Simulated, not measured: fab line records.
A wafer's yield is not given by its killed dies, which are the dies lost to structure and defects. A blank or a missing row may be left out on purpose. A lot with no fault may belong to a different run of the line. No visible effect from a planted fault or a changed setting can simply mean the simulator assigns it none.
Which of the tools did it? + flow nandHarc + 11 lots with 33 wafers sampled at 3 steps, on a route of 1302 steps

== WHAT EACH GAUGE READ, for each wafer ==
NHARC_A_CHANNEL_HOLE_D2_CD_MEAS_31.
| lot  | measured     | on       | cdNm (nm)      |
|------|--------------|----------|----------------|
| L075 | day 14 04:19 | cdSem-03 | 90.8 89.8 87.7 |
| L077 | day 14 22:34 | cdSem-02 | 89.8 87.9 89.1 |
| L079 | day 15 11:48 | cdSem-01 | 89.7 88.5 88.3 |
| L081 | day 16 06:28 | cdSem-02 | 89.3 91.1 88.4 |
| L083 | day 17 07:04 | cdSem-02 | 90.4 90.2 91.6 |
| L085 | day 17 19:09 | cdSem-03 | 87.2 88.1 88.4 |
| L086 | day 18 14:49 | cdSem-02 | 88.2 88.9 88.8 |
| L089 | day 19 09:47 | cdSem-03 | 90.1 89.4 89.5 |
| L091 | day 20 15:10 | cdSem-02 | 90.0 89.2 90.3 |
| L093 | day 21 12:58 | cdSem-02 | 89.2 90.7 88.1 |
| L095 | day 22 09:37 | cdSem-03 | 89.0 90.8 88.3 |

== TOOL THAT RAN EACH LOT (tool first, then ch and the chambers of the sampled wafers, then the start) ==
| lot  | NHARC_A_CHANNEL_HOLE_D2_ETCH_26 | NHARC_A_CHANNEL_HOLE_D2_ETCH_27 |
|------|---------------------------------|---------------------------------|
| L075 | harEtch-02 ch 0,1, day 14 02:34 | harEtch-02 ch 0,1, day 14 02:46 |
| L077 | harEtch-02 ch 0,1, day 14 20:43 | harEtch-02 ch 0,1, day 14 20:55 |
| L079 | harEtch-01 ch 0,1, day 15 10:04 | harEtch-01 ch 0,1, day 15 10:16 |
| L081 | harEtch-01 ch 1, day 16 04:43   | harEtch-01 ch 1, day 16 04:55   |
| L083 | harEtch-01 ch 0,1, day 17 05:18 | harEtch-01 ch 0,1, day 17 05:30 |
| L085 | harEtch-01 ch 0,1, day 17 17:28 | harEtch-01 ch 0,1, day 17 17:40 |
| L086 | harEtch-01 ch 0,1, day 18 13:11 | harEtch-01 ch 0,1, day 18 13:22 |
| L089 | harEtch-01 ch 0,1, day 19 08:04 | harEtch-01 ch 0,1, day 19 08:15 |
| L091 | harEtch-02 ch 0,1, day 20 13:25 | harEtch-02 ch 0,1, day 20 13:37 |
| L093 | harEtch-01 ch 0,1, day 21 11:13 | harEtch-01 ch 0,1, day 21 11:25 |
| L095 | harEtch-02 ch 0,1, day 22 07:33 | harEtch-02 ch 0,1, day 22 07:45 |
- NHARC_A_CHANNEL_HOLE_D2_ETCH_26: etches the open film in C4F8/O2/Ar, time 224.1 s, target depth 300 nm.
- NHARC_A_CHANNEL_HOLE_D2_ETCH_27: etches the open film in C4F8/O2/Ar, time 90 s, target depth 400 nm.

== THE ANSWER, worked out from the rows above alone ==
Rule: the usual values come from the lots themselves. The widest of any qualifying gaps counts: lots, ordered by their means at a reading, are off when they make up no more than a third of the lots, leave a main group of 4 or more, and stand apart from it by 3 or more times the standard deviation of that group's means. The tables above print the reading to a certain number of digits; a main group whose means all agree to those digits is not used. Also off: a lot with no number at a reading for which 4 or more lots have one. Where the step has rows for the other lots, those lots are counted as sound.
Nothing can be told from this: no lot is off at any reading shown.

== WHAT HAD BEEN PUT IN BY THE SIMULATOR ==
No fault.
